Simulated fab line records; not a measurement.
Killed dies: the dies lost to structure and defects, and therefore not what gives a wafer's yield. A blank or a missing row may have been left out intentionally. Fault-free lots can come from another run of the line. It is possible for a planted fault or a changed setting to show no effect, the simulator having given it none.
Chamber matching	flow n5-finfet	rie-diel-01 running N5_BEOL_M14_STRIP_64: 4 sister chambers
The step strips in O2. 14 wafers are shown with their chamber, then 6 later ones without.

## WAFERS, EACH WITH ITS CHAMBER
wafer	chamber	throttle-valve-pct (%)	drypump-motor-current-A (A)	showerhead-plenum-p-Torr (Torr)
L934.1	1	16.73	5.4	2.14
L934.2	3	16.24	6.2	2.11
L934.5	1	16.71	5.4	2.14
L937.1	3	16.24	6.2	2.10
L937.3	0	16.71	5.3	2.12
L937.6	3	16.22	6.3	2.10
L936.2	2	16.75	5.1	2.03
L936.3	3	16.23	6.2	2.10
L936.5	3	16.24	6.2	2.10
L939.1	1	16.72	5.4	2.14
L939.2	0	16.72	5.3	2.12
L939.6	2	16.76	5.2	2.03
L943.2	0	16.73	5.3	2.11
L943.3	1	16.75	5.4	2.13

SIGNATURES (means of the wafers above)
reading	chamber 0	chamber 1	chamber 2	chamber 3	scatter within a chamber
throttle-valve-pct	16.7200	16.7275	16.7550	16.2340	0.012
drypump-motor-current-A	5.300	5.400	5.150	6.220	0.0361
showerhead-plenum-p-Torr	2.1167	2.1375	2.0300	2.1020	0.00471
Rule: a wafer lies at a distance from a chamber equal to the root of the sum of squares, over the readings, of (its reading less the chamber's mean, divided by the reading's scatter). The wafer belongs to the nearest chamber; if the next one is less than 2 further off, it can't be placed. How the scatter is found: for the shown wafers, subtract from each reading the mean of its chamber, square and add these, divide the total by (wafers less chambers), then take the root.

## WAFERS WITH NO CHAMBER GIVEN
wafer	throttle-valve-pct (%)	drypump-motor-current-A (A)	showerhead-plenum-p-Torr (Torr)
L943.5	16.75	5.4	2.13
L944.3	16.78	5.1	2.02
L944.5	16.25	6.3	2.10
L948.1	16.80	5.1	2.02
L948.2	16.75	5.5	2.13
L948.3	16.28	6.2	2.10

## EACH ONE'S CHAMBER
wafer	from the rows above	in truth
L943.5	1	1
L944.3	2	2
L944.5	3	3
L948.1	2	2
L948.2	1	1
L948.3	3	3
Correctly placed: 6 of 6. Not placeable from these rows: 0. Wrongly placed: 0.
